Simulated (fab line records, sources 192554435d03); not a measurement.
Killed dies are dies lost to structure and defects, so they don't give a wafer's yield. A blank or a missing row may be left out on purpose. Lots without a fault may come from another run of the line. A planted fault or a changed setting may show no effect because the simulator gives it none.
Which tool did it? | flow n5_finfet | 24 lots, 72 wafers sampled, at 5 steps of a route of 1938

WHAT THE GAUGES READ, wafer by wafer
N5_BEOL_M11_THK_MEAS_01.
lot  | measured     | on            | M11_ILD_THK (nm)
L074 | day 9 16:19  | film_metro-02 | 258 263 269
L076 | day 10 04:23 | film_metro-02 | 266 262 266
L075 | day 10 10:23 | film_metro-02 | 268 267 271
L077 | day 11 04:55 | film_metro-01 | 265 270 267
L079 | day 11 08:29 | film_metro-01 | 270 275 275
L081 | day 11 13:02 | film_metro-01 | 263 273 267
L080 | day 11 13:58 | film_metro-01 | 258 266 264
L078 | day 11 14:01 | film_metro-01 | 263 269 268
L082 | day 11 16:45 | film_metro-01 | 267 266 265
L083 | day 12 12:08 | film_metro-02 | 259 264 262
L084 | day 12 12:30 | film_metro-01 | 265 266 265
L085 | day 12 21:26 | film_metro-01 | 265 266 265
L086 | day 13 09:38 | film_metro-01 | 264 265 269
L088 | day 13 10:47 | film_metro-01 | 262 264 266
L087 | day 13 12:55 | film_metro-01 | 269 271 271
L089 | day 14 03:27 | film_metro-01 | 260 267 267
L092 | day 14 07:08 | film_metro-01 | 265 258 267
L091 | day 14 07:18 | film_metro-01 | 264 263 269
L090 | day 14 07:35 | film_metro-01 | 264 264 268
L093 | day 14 17:46 | film_metro-02 | 265 267 268
L094 | day 15 02:09 | film_metro-02 | 260 268 266
L095 | day 15 03:16 | film_metro-02 | 263 258 270
L096 | day 16 01:08 | film_metro-01 | 265 259 262
L097 | day 16 01:53 | film_metro-02 | 265 264 269

N5_BEOL_M11_CD_MEAS_35: target cd 70 nm.
lot  | measured     | on        | cd_nm (nm)
L074 | day 9 23:41  | cd_sem-01 | 70.5 70.4 69.3
L076 | day 10 07:40 | cd_sem-02 | 70.8 70.9 69.8
L075 | day 10 13:21 | cd_sem-03 | 70.0 70.2 69.7
L077 | day 11 08:34 | cd_sem-01 | 69.3 69.9 68.9
L079 | day 11 14:01 | cd_sem-01 | 70.6 71.1 70.4
L081 | day 11 17:56 | cd_sem-03 | 70.6 70.2 71.5
L080 | day 11 18:16 | cd_sem-02 | 71.0 70.7 71.5
L078 | day 11 18:23 | cd_sem-01 | 71.6 69.8 71.2
L082 | day 11 20:20 | cd_sem-01 | 69.8 71.1 70.0
L083 | day 12 17:27 | cd_sem-01 | 71.9 71.9 70.6
L084 | day 12 17:28 | cd_sem-02 | 70.0 70.4 70.1
L085 | day 13 01:35 | cd_sem-03 | 70.5 70.9 70.8
L086 | day 13 13:13 | cd_sem-02 | 70.9 71.5 70.4
L088 | day 13 15:20 | cd_sem-02 | 70.5 70.4 71.5
L087 | day 13 16:05 | cd_sem-01 | 71.0 69.6 70.5
L089 | day 14 08:33 | cd_sem-03 | 70.5 70.5 70.7
L092 | day 14 14:21 | cd_sem-01 | 70.4 70.2 69.4
L091 | day 14 13:48 | cd_sem-02 | 70.1 70.1 70.4
L090 | day 14 14:49 | cd_sem-02 | 70.7 71.1 70.8
L093 | day 14 22:13 | cd_sem-02 | 71.2 70.4 70.3
L094 | day 15 04:22 | cd_sem-01 | 69.2 69.7 70.3
L095 | day 15 06:56 | cd_sem-03 | 69.8 70.8 70.5
L096 | day 16 05:38 | cd_sem-03 | 71.1 71.2 69.9
L097 | day 16 07:02 | cd_sem-02 | 71.0 71.7 71.4

WHICH TOOL RAN EACH LOT (tool, then ch and the chambers of the sampled wafers, then the start)
lot  | N5_BEOL_M11_PECVD_70            | N5_BEOL_M11_STRIP_19               | N5_BEOL_M11_DESCUM_33
L074 | pecvd-01 ch 0,1,2, day 9 16:21  | rie_diel-01 ch 1,2,3, day 9 18:33  | rie_diel-04 ch 0,2,3, day 9 23:02
L076 | pecvd-03 ch 0,1,2, day 10 04:25 | rie_diel-04 ch 0,3, day 10 06:20   | rie_diel-04 ch 0,1,2, day 10 07:01
L075 | pecvd-01 ch 0,1,2, day 10 10:25 | rie_diel-01 ch 1,2, day 10 12:13   | rie_diel-01 ch 1,3, day 10 12:42
L077 | pecvd-03 ch 0,2, day 11 04:56   | rie_diel-01 ch 0,2, day 11 07:28   | rie_diel-01 ch 2,3, day 11 07:55
L079 | pecvd-01 ch 0, day 11 08:31     | rie_diel-01 ch 0,2,3, day 11 11:13 | rie_diel-04 ch 1,2,3, day 11 13:22
L081 | pecvd-03 ch 0,1, day 11 13:04   | rie_diel-04 ch 0,1,2, day 11 14:53 | rie_diel-04 ch 0,2,3, day 11 17:17
L080 | pecvd-02 ch 1,2, day 11 14:00   | rie_diel-04 ch 1,2,3, day 11 15:18 | rie_diel-02 ch 0,1,3, day 11 17:37
L078 | pecvd-03 ch 0,1,2, day 11 14:03 | rie_diel-01 ch 1,3, day 11 15:28   | rie_diel-04 ch 1,2, day 11 17:44
L082 | pecvd-03 ch 0,1,2, day 11 16:47 | rie_diel-02 ch 1,3, day 11 19:15   | rie_diel-02 ch 1,2, day 11 19:42
L083 | pecvd-01 ch 0,1, day 12 12:11   | rie_diel-01 ch 0,1,2, day 12 14:58 | rie_diel-01 ch 0,1,3, day 12 16:48
L084 | pecvd-02 ch 0,1,2, day 12 12:32 | rie_diel-02 ch 0,2,3, day 12 15:09 | rie_diel-02 ch 0,1,3, day 12 16:50
L085 | pecvd-01 ch 0,1,2, day 12 21:28 | rie_diel-04 ch 1,2,3, day 13 00:15 | rie_diel-02 ch 0,2,3, day 13 00:56
L086 | pecvd-01 ch 0,1,2, day 13 09:40 | rie_diel-01 ch 0,1,3, day 13 10:49 | rie_diel-02 ch 0,1,2, day 13 12:33
L088 | pecvd-02 ch 0,1,2, day 13 10:49 | rie_diel-01 ch 1,3, day 13 14:14   | rie_diel-04 ch 1,2, day 13 14:41
L087 | pecvd-02 ch 0,2, day 13 12:57   | rie_diel-01 ch 0,2,3, day 13 14:23 | rie_diel-01 ch 2,3, day 13 15:26
L089 | pecvd-01 ch 0,1, day 14 03:29   | rie_diel-01 ch 0,1,2, day 14 05:16 | rie_diel-01 ch 1,2, day 14 07:54
L092 | pecvd-01 ch 1,2, day 14 07:10   | rie_diel-04 ch 2,3, day 14 09:56   | rie_diel-02 ch 0,1, day 14 13:42
L091 | pecvd-02 ch 1,2, day 14 07:20   | rie_diel-02 ch 1,3, day 14 10:08   | rie_diel-02 ch 0,3, day 14 13:09
L090 | pecvd-03 ch 0,1,2, day 14 07:37 | rie_diel-04 ch 1,3, day 14 10:15   | rie_diel-02 ch 0,3, day 14 14:10
L093 | pecvd-03 ch 1,2, day 14 17:48   | rie_diel-04 ch 1,2, day 14 20:26   | rie_diel-02 ch 0,1,3, day 14 21:34
L094 | pecvd-01 ch 0,1,2, day 15 02:11 | rie_diel-01 ch 0,3, day 15 03:09   | rie_diel-04 ch 1,3, day 15 03:43
L095 | pecvd-02 ch 0,2, day 15 03:19   | rie_diel-04 ch 0,2, day 15 05:41   | rie_diel-01 ch 0,1,2, day 15 06:17
L096 | pecvd-03 ch 0,2, day 16 01:11   | rie_diel-01 ch 1,2,3, day 16 04:08 | rie_diel-01 ch 0,1, day 16 05:00
L097 | pecvd-01 ch 0,2, day 16 01:56   | rie_diel-02 ch 0,2,3, day 16 04:40 | rie_diel-02 ch 2,3, day 16 06:23
- N5_BEOL_M11_PECVD_70: deposits SiO2 from TEOS/O2, target thk 20 nm, time 22.7 s.
- N5_BEOL_M11_STRIP_19: strips in O2.
- N5_BEOL_M11_DESCUM_33: chemistry O2, time 7.9 s.

WHAT THE TOOLS THEMSELVES READ (means of the sampled wafers that have a number; where no wafer has one, the mark that the record gives instead)
N5_BEOL_M11_PECVD_70.
lot  | tool     | heater_power_w (W) | showerhead_plenum_p_Torr (Torr) | showerhead_vpp_V (V) | throttle_valve_pct (%)
L074 | pecvd-01 | 768                | 8.79                            | 1302                 | 22.5
L076 | pecvd-03 | 667                | 8.80                            | 1347                 | 22.4
L075 | pecvd-01 | 681                | 8.81                            | 1288                 | 22.2
L077 | pecvd-03 | 590                | 8.77                            | 1316                 | 21.6
L079 | pecvd-01 | 653                | 8.73                            | 1281                 | 21.6
L081 | pecvd-03 | 684                | 8.80                            | 1318                 | 22.9
L080 | pecvd-02 | 676                | 8.80                            | 1289                 | 22.0
L078 | pecvd-03 | 676                | 8.80                            | 1341                 | 22.2
L082 | pecvd-03 | 727                | 8.80                            | 1342                 | 22.2
L083 | pecvd-01 | 744                | 8.77                            | 1277                 | 22.2
L084 | pecvd-02 | 709                | 8.80                            | 1331                 | 23.0
L085 | pecvd-01 | 695                | 8.79                            | 1296                 | 21.6
L086 | pecvd-01 | 743                | 8.79                            | 1294                 | 21.5
L088 | pecvd-02 | 706                | 8.79                            | 1326                 | 22.9
L087 | pecvd-02 | 772                | 8.82                            | 1327                 | 22.5
L089 | pecvd-01 | 667                | 8.77                            | 1278                 | 22.1
L092 | pecvd-01 | 837                | 8.83                            | 1316                 | 21.7
L091 | pecvd-02 | 679                | 8.80                            | 1285                 | 22.6
L090 | pecvd-03 | 658                | 8.80                            | 1334                 | 22.4
L093 | pecvd-03 | 627                | 8.80                            | 1357                 | 21.7
L094 | pecvd-01 | 772                | 8.80                            | 1298                 | 21.4
L095 | pecvd-02 | 703                | 8.80                            | 1317                 | 22.5
L096 | pecvd-03 | 655                | 8.76                            | 1312                 | 21.9
L097 | pecvd-01 | 696                | 8.79                            | 1314                 | 20.9

N5_BEOL_M11_STRIP_19.
lot  | tool        | drypump_motor_current_A (A) | oes_product_au (a.u.) | rf_vpp_V (V) | showerhead_plenum_p_Torr (Torr) | throttle_valve_pct (%)
L074 | rie_diel-01 | 5.7                         | 0.78                  | 3.7          | 2.10                            | 16.54
L076 | rie_diel-04 | 5.5                         | 0.84                  | 3.9          | 2.04                            | 16.69
L075 | rie_diel-01 | 5.8                         | 0.87                  | 3.5          | 2.07                            | 16.39
L077 | rie_diel-01 | 5.4                         | 0.77                  | 4.0          | 2.17                            | 16.76
L079 | rie_diel-01 | 5.5                         | 0.73                  | 2.7          | 2.15                            | 16.75
L081 | rie_diel-04 | 5.1                         | 0.90                  | 3.0          | 2.13                            | 16.35
L080 | rie_diel-04 | 5.2                         | 0.84                  | 3.1          | 2.11                            | 16.57
L078 | rie_diel-01 | 5.9                         | 0.85                  | 3.7          | 2.08                            | 16.32
L082 | rie_diel-02 | 5.2                         | 0.80                  | 3.0          | 2.08                            | 16.73
L083 | rie_diel-01 | 5.6                         | 0.80                  | 3.5          | 2.11                            | 16.58
L084 | rie_diel-02 | 5.5                         | 0.81                  | 3.1          | 2.08                            | 16.47
L085 | rie_diel-04 | 5.2                         | 0.82                  | 3.7          | 2.10                            | 16.60
L086 | rie_diel-01 | 5.7                         | 0.79                  | 3.4          | 2.13                            | 16.53
L088 | rie_diel-01 | 5.8                         | 0.74                  | 3.9          | 2.11                            | 16.51
L087 | rie_diel-01 | 5.5                         | 0.72                  | 3.7          | 2.14                            | 16.77
L089 | rie_diel-01 | 5.6                         | 0.79                  | 3.5          | 2.11                            | 16.61
L092 | rie_diel-04 | 5.1                         | 0.88                  | 2.8          | 2.22                            | 16.55
L091 | rie_diel-02 | 5.2                         | 0.79                  | 3.7          | 2.07                            | 16.75
L090 | rie_diel-04 | 5.6                         | 0.95                  | 3.8          | 2.21                            | 16.56
L093 | rie_diel-04 | 5.0                         | 0.87                  | 4.3          | 2.15                            | 16.31
L094 | rie_diel-01 | 5.4                         | 0.74                  | 4.1          | 2.18                            | 16.72
L095 | rie_diel-04 | 4.9                         | 0.84                  | 4.3          | 2.15                            | 16.49
L096 | rie_diel-01 | 5.7                         | 0.74                  | 3.2          | 2.08                            | 16.63
L097 | rie_diel-02 | 5.5                         | 0.88                  | 3.6          | 2.07                            | 16.36

N5_BEOL_M11_DESCUM_33.
lot  | tool        | drypump_motor_current_A (A) | oes_product_au (a.u.) | rf_vpp_V (V) | showerhead_plenum_p_Torr (Torr) | throttle_valve_pct (%)
L074 | rie_diel-04 | 5.3                         | 0.83                  | 243.7        | 2.09                            | 20.5
L076 | rie_diel-04 | 5.1                         | 0.92                  | 244.3        | 2.13                            | 20.1
L075 | rie_diel-01 | 5.9                         | 0.86                  | 243.0        | 2.08                            | 20.1
L077 | rie_diel-01 | 5.6                         | 0.69                  | 244.2        | 2.13                            | 20.4
L079 | rie_diel-04 | 5.2                         | 0.84                  | 242.8        | 2.10                            | 20.3
L081 | rie_diel-04 | 5.3                         | 0.81                  | 243.2        | 2.08                            | 20.5
L080 | rie_diel-02 | 5.7                         | 0.83                  | 243.2        | 2.11                            | 20.3
L078 | rie_diel-04 | 5.0                         | 0.92                  | 243.0        | 2.15                            | 20.0
L082 | rie_diel-02 | 5.4                         | 0.71                  | 244.6        | 2.13                            | 20.5
L083 | rie_diel-01 | 5.7                         | 0.79                  | 243.9        | 2.13                            | 20.3
L084 | rie_diel-02 | 5.7                         | 0.82                  | 243.4        | 2.10                            | 20.3
L085 | rie_diel-02 | 5.5                         | 0.81                  | 243.4        | 2.07                            | 20.2
L086 | rie_diel-02 | 5.7                         | 0.77                  | 244.0        | 2.11                            | 20.3
L088 | rie_diel-04 | 4.9                         | 0.87                  | 244.9        | 2.17                            | 20.1
L087 | rie_diel-01 | 5.5                         | 0.68                  | 243.9        | 2.09                            | 20.5
L089 | rie_diel-01 | 5.6                         | 0.75                  | 242.4        | 2.06                            | 20.4
L092 | rie_diel-02 | 5.9                         | 0.76                  | 244.0        | 2.15                            | 20.3
L091 | rie_diel-02 | 5.5                         | 0.83                  | 242.2        | 2.05                            | 20.2
L090 | rie_diel-02 | 6.0                         | 0.86                  | 244.1        | 2.09                            | 20.0
L093 | rie_diel-02 | 5.7                         | 0.80                  | 243.6        | 2.10                            | 20.3
L094 | rie_diel-04 | 5.4                         | 0.91                  | 244.2        | 2.15                            | 20.2
L095 | rie_diel-01 | 5.6                         | 0.77                  | 242.6        | 2.10                            | 20.3
L096 | rie_diel-01 | 5.7                         | 0.83                  | 243.7        | 2.09                            | 20.1
L097 | rie_diel-02 | 5.1                         | 0.90                  | 243.2        | 2.04                            | 20.2

THE ANSWER, worked out from the rows above alone
Rule: what is usual is taken from the lots themselves. Put in order of their means at a reading, lots are off if they are a third of the lots or fewer, leave a main group of 4 or more, and stand apart from it by a gap of 3 or more times the standard deviation of the main group's means; of several such gaps the widest counts. A main group whose means are all the same, to the digits that the tables above print for the reading, isn't used. A lot without any number at a reading at which 4 lots or more have one is off too. The other lots that the step has rows for count as sound. The gauges are gone through in route order, then the tools' own readings, and for those a lot's mean is taken as printed above. The first step at which some lot is off is used, and at that step the reading that is off furthest; a lot without a number counts as furthest.
No lot is off at any reading shown: from this, nothing can be told.

WHAT THE SIMULATOR HAD PUT IN
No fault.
